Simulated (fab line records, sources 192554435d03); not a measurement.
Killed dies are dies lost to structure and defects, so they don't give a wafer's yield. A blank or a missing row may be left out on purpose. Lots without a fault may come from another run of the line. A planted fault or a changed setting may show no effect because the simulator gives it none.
A struck lot beside a sound one | flow n5_finfet | 35 steps out of a route of 1938
Sound: wafers L701.2, L701.3, L701.6. Struck: wafers L691.2, L691.3, L691.6. The cause comes at the end.
At each step with rows: each side's tool, then ch and its chambers, then its first start. Under that, the readings that differ: sound wafers | struck wafers | difference of the means | sigmas: that difference in standard deviations of wafers without a fault.
alike: readings whose means differ by less than 2 such deviations, and words and numbers that are the same on both sides. not compared: withheld readings, readings that some wafer has no value for, bounds like >300 that may hide the same value, and numbers for which the record gives no deviation and whose values overlap.
The two part at a step that has a row with sigmas, a row that says differs or no value, or rows on one side only. Numbers that don't overlap but have no deviation are shown without sigmas and don't part them. A reading that every wafer of one side lacks parts them only if that side has two wafers or more.

first, 11 steps without rows for these wafers: N5_BEOL_M6_HM_STRIP_39 (strips TiN in peroxide tin strip, target depth 25 nm, time 158 s); N5_BEOL_M6_SRD_40 (time 30 s); N5_BEOL_M6_PRECLEAN_42 (cleans in residue remover, time 60 s); N5_BEOL_M6_SRD_43 (time 30 s); N5_BEOL_M6_CURE_75 (cures SiCOH lowk, time 120 s); N5_BEOL_M6_DEGAS_44 (time 60 s); N5_BEOL_M6_PRE_CLEAN_45 (time 30 s); N5_BEOL_M6_ALD_77 (deposits TaN, target thk 2 nm, pulse time 2 s, purge time 3 s); N5_BEOL_M6_SURFACE_TREAT_79; N5_BEOL_M6_CVD_78 (deposits Co from CCTBA/H2, target thk 2 nm, time 142.3 s); N5_BEOL_M6_SPUTTER_48 (material Cu, target thk 10 nm, time 1.667 s).
N5_BEOL_M6_ECD_50: material Cu, target thk 300 nm.
  sound on ecd_cu-02 ch 0,1, day 14 14:20; struck on ecd_cu-02 ch 0,1, day 11 08:51
then, 22 steps without rows for these wafers: N5_BEOL_M6_ANNEAL_51 (time 90 s); N5_BEOL_M6_CMP_52 (polishes, stops on SiCOH lowk, t overpolish 6.9 s, target thk 80 nm); N5_BEOL_M6_PRE_CLEAN_55 (time 15 s); N5_BEOL_M6_DEP_56 (deposits SiCN from 3MS/NH3, target thk 10 nm, time 17.5 s); N5_BEOL_M7_ILD_DEP_00 (deposits SiCOH lowk from DEMS/porogen, target thk 179.75 nm, time 33.4 s); N5_BEOL_M7_CURE_74 (cures SiCOH lowk, time 240 s); N5_BEOL_M7_PECVD_70 (deposits SiO2 from TEOS/O2, target thk 20 nm, time 22.7 s); N5_BEOL_M7_HM_DEP_02 (deposits TiN, target thk 20 nm); N5_BEOL_M7_COAT_59 (time 60 s, resist thk 100 nm); N5_BEOL_M7_COAT_60 (time 60 s, resist thk 35 nm); N5_BEOL_M7_COAT_05 (resist thk 90 nm); N5_BEOL_M7_EBR_07; N5_BEOL_M7_SOFTBAKE_06 (time 60 s); N5_BEOL_M7_EXPOSE_08 (exposes mask M7); N5_BEOL_M7_PEB_09 (peb time 60 s); N5_BEOL_M7_DEVELOP_10 (develop time 30 s); N5_BEOL_M7_DESCUM_16 (chemistry O2, time 7.9 s); N5_BEOL_M7_ETCH_61 (etches SiARC in CF4, target depth 45.5 nm, time 75.8 s); N5_BEOL_M7_ETCH_62 (etches SOC in N2/H2, target depth 110 nm, overetch 22 nm, time 165 s); N5_BEOL_M7_STRIP_68 (strips in N2/H2); N5_BEOL_M7_STRIP_67 (strips in CF4); N5_BEOL_M7_HM_OPEN_17 (chemistry Cl2/BCl3, target TiN, target depth 20 nm, overetch 6 nm).
-- the record jumps here: 4 days lie between the struck wafers' starts before and after (it left off in module BEOL_M7 and takes up again in module PASSIVATION, whose first step shown is number 1936 of the route) --
N5_PASSIVATION_PROBE_49:
  sound on prober-02, day 18 01:43; struck on prober-01, day 15 05:22
  reading                  | sound          | struck         | difference | sigmas
  defect_limited_yield (%) | 89.2 89.5 90.8 | 63.1 60.8 62.7 | -27.6      | -20
  killed_at_M4_up          | 19 16 18       | 367 370 371    | +352       | +68
  killed_dies              | 127 124 108    | 436 462 440    | +326       | +19
  killed_on_rim            | 14 19 16       | 52 62 42       | +36        | +10
  killed_open              | 89 88 71       | 55 61 48       | -28        | -2
  sort_bin_5_function (%)  | 7.0 6.0 5.9    | 23.3 22.1 24.2 | +16.9      | +19
  sort_bin_6_memory (%)    | 3.7 4.1 2.7    | 11.7 13.9 11.6 | +8.9       | +13
  sort_n_pass              | 1053 1056 1072 | 744 718 740    | -326       | -19
  sort_yield_pct (%)       | 89.2 89.5 90.8 | 63.1 60.8 62.7 | -27.6      | -20
  alike: killed_at_M0_to_M3, killed_at_contacts, killed_at_front_end, killed_at_other, killed_short

WHERE THEY PART
Only at N5_PASSIVATION_PROBE_49, within this record.

WHY: what the simulator had put in
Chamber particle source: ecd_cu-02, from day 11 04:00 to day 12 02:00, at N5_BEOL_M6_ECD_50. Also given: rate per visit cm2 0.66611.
